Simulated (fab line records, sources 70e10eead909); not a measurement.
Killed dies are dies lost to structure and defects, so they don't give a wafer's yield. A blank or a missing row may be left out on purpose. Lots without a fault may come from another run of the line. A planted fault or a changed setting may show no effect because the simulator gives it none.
Chamber matching | flow nand_harc | NHARC_A_STAIRCASE_TRIM_224 on rie_diel-05: 4 sister chambers
The step chemistry O2, time 211.2 s. 14 wafers are shown with their chamber, then 7 later ones without.

WAFERS WITH THEIR CHAMBER
wafer  | chamber | drypump_motor_current_A (A) | showerhead_plenum_p_Torr (Torr) | oes_product_au (a.u.)
L510.2 | 2       | 6.13                        | 3.39                            | 1.001
L510.5 | 2       | 6.12                        | 3.39                            | 1.003
L510.6 | 3       | 6.39                        | 3.28                            | 1.009
L512.1 | 1       | 6.10                        | 3.44                            | 1.000
L512.2 | 2       | 6.13                        | 3.39                            | 0.996
L512.6 | 0       | 5.85                        | 3.47                            | 1.018
L513.1 | 2       | 6.11                        | 3.38                            | 0.998
L513.3 | 1       | 6.10                        | 3.44                            | 0.993
L513.5 | 1       | 6.09                        | 3.44                            | 0.990
L516.3 | 2       | 6.13                        | 3.38                            | 1.000
L516.5 | 3       | 6.39                        | 3.80                            | 0.994
L516.6 | 0       | 5.88                        | 3.46                            | 1.008
L518.1 | 2       | 6.13                        | 3.38                            | 1.008
L518.2 | 3       | 6.39                        | 3.80                            | 0.998

SIGNATURES (means of the wafers above)
reading                  | chamber 0 | chamber 1 | chamber 2 | chamber 3 | scatter within a chamber
drypump_motor_current_A  | 5.8650    | 6.0967    | 6.1250    | 6.3900    | 0.00931
showerhead_plenum_p_Torr | 3.4650    | 3.4400    | 3.3850    | 3.6267    | 0.134
oes_product_au           | 1.01300   | 0.99433   | 1.00100   | 1.00033   | 0.00558
Rule: a wafer's distance from a chamber is the root of the sum, over the readings, of the square of ((its reading less the chamber's mean) divided by the reading's scatter). The wafer belongs to the nearest chamber; if the next one is less than 2 further off, it can't be placed. The scatter: the root of (the sum of the squares of (reading less its chamber's mean) over the shown wafers, divided by (wafers less chambers)).

WAFERS WITHOUT THEIR CHAMBER
wafer  | drypump_motor_current_A (A) | showerhead_plenum_p_Torr (Torr) | oes_product_au (a.u.)
L518.4 | 5.84                        | 3.46                            | 1.019
L526.4 | 6.11                        | 3.36                            | 0.989
L527.3 | 6.39                        | 3.78                            | 0.978
L527.6 | 6.14                        | 3.36                            | 0.995
L533.2 | 6.38                        | 3.77                            | 1.001
L533.3 | 6.08                        | 3.41                            | 1.001
L533.5 | 5.90                        | 3.44                            | 0.995

WHICH CHAMBER EACH WENT THROUGH
wafer  | from the rows above     | in truth
L518.4 | 0                       | 0
L526.4 | can't be placed: 1 or 2 | 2
L527.3 | 3                       | 3
L527.6 | 2                       | 2
L533.2 | 3                       | 3
L533.3 | 1                       | 1
L533.5 | 0                       | 0
Placed correctly: 6 of 7. Can't be placed from these rows: 1 (the true chamber is among the candidates in 1). Placed wrongly: 0.
